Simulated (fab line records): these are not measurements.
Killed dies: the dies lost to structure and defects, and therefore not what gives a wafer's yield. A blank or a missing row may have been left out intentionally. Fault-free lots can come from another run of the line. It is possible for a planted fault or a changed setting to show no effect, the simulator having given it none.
Comparing a struck lot with a sound one || flow nand harc || 14 out of 1159 route steps
Sound: these wafers, L322.1, L322.5, L322.6. Struck: wafers L320.2, L320.3, L320.6. The cause is given at the end.
Order at every step that has rows: each side's tool, ch and its chambers, its first start. Under that, the readings that differ: sound wafers || struck wafers || difference of the means || sigmas: that difference in standard deviations of wafers without a fault.
alike: readings whose means differ by less than 2 such deviations, and words and numbers that are the same on both sides. not compared: withheld readings, readings that some wafer has no value for, bounds like >300 that may hide the same value, and numbers for which the record gives no deviation and whose values overlap.
The two part at a step that has a row with sigmas, a row that says differs or no value, or rows on one side only. Numbers that have no deviation but don't overlap get no sigmas and don't part them. A reading that every wafer of one side lacks parts them only if that side has two wafers or more.

first, 3 steps without rows for these wafers: NHARC_A_CHANNEL_HOLE_D1_STRIP_41 (strips in N2/H2); NHARC_A_CHANNEL_HOLE_D1_STRIP_42 (strips in CF4/CHF3); NHARC_A_CHANNEL_HOLE_D1_STRIP_43 (strips in O2/COS).
NHARC_A_CHANNEL_HOLE_D1_ETCH_44: etches the open film in CF4/O2, target depth 140 nm, overetch 14 nm, time 77 s.
  sound on rie diel-03 ch 0,3, day 13 21:25; struck on rie diel-07 ch 1,2,3, day 13 11:56
  alike: chamber pressure mTorr, drypump motor current A, oes_o_777_au, oes product au, rf vpp V, showerhead plenum p Torr, throttle valve pct
  not compared: rf hours counter h
NHARC_A_CHANNEL_HOLE_D1_STRIP_27: strips in O2.
  sound on rie diel-03 ch 0,3, day 13 21:40; struck on rie diel-07 ch 0,1,3
  alike: chamber pressure mTorr, drypump motor current A, oes product au, rf vpp V, showerhead plenum p Torr, throttle valve pct
  not compared: rf hours counter h
then, 2 steps without rows for these wafers: NHARC_A_CHANNEL_HOLE_D1_PRECLEAN_28 (cleans in SC1); NHARC_A_CHANNEL_HOLE_D1_SRD_29.
NHARC_A_CHANNEL_HOLE_D1_CD_MEAS_30:
  sound on cd sem-02 at day 13 22:36; struck on cd sem-01 at day 13 12:43
  alike: cd nm
NHARC_A_CHANNEL_HOLE_D1_XSEM_31:
  sound on xsem-01 ch 0, day 13 22:41; struck on xsem-02 ch 0, day 13 12:49
  alike: bot cd nm, bow nm, tilt deg
NHARC_A_CHANNEL_HOLE_D1_INSPECT_40:
  sound on defect inspect-01 at day 13 22:47; struck on defect inspect-02 at day 13 12:55
  alike: raw defect count
then, 2 steps without rows for these wafers: NHARC_A_CHANNEL_FILL_D1_PRECLEAN_00 (cleans in SC1); NHARC_A_CHANNEL_FILL_D1_SRD_01.
NHARC_A_CHANNEL_FILL_D1_ALD_02: deposits SiO2, target thk 6 nm, pulse time 10 s, ald cycles 60.
  sound on ald hk-01 ch 0,1,3, day 13 23:12; struck on ald hk-02 ch 0,1,3, day 13 13:58
  no value came back on the struck wafers for ald cycles, heater power outer w (W), heater power w (W), precursor pulse height rel; on the sound wafers ald cycles reads 60 60 60
NHARC_A_CHANNEL_FILL_D1_ALD_03: deposits SiNx, target thk 6 nm, pulse time 60 s, ald cycles 58.
  sound on ald sin batch-01 ch 0; struck on ald sin batch-01 ch 0
  alike: chamber pressure Torr, precursor pulse height rel

WHERE THEY PART
At NHARC_A_CHANNEL_FILL_D1_ALD_02 and nowhere else, as far as this record goes. Later steps at which nothing parts them and some readings are alike: NHARC_A_CHANNEL_FILL_D1_ALD_03.

WHY: what the simulator had put in
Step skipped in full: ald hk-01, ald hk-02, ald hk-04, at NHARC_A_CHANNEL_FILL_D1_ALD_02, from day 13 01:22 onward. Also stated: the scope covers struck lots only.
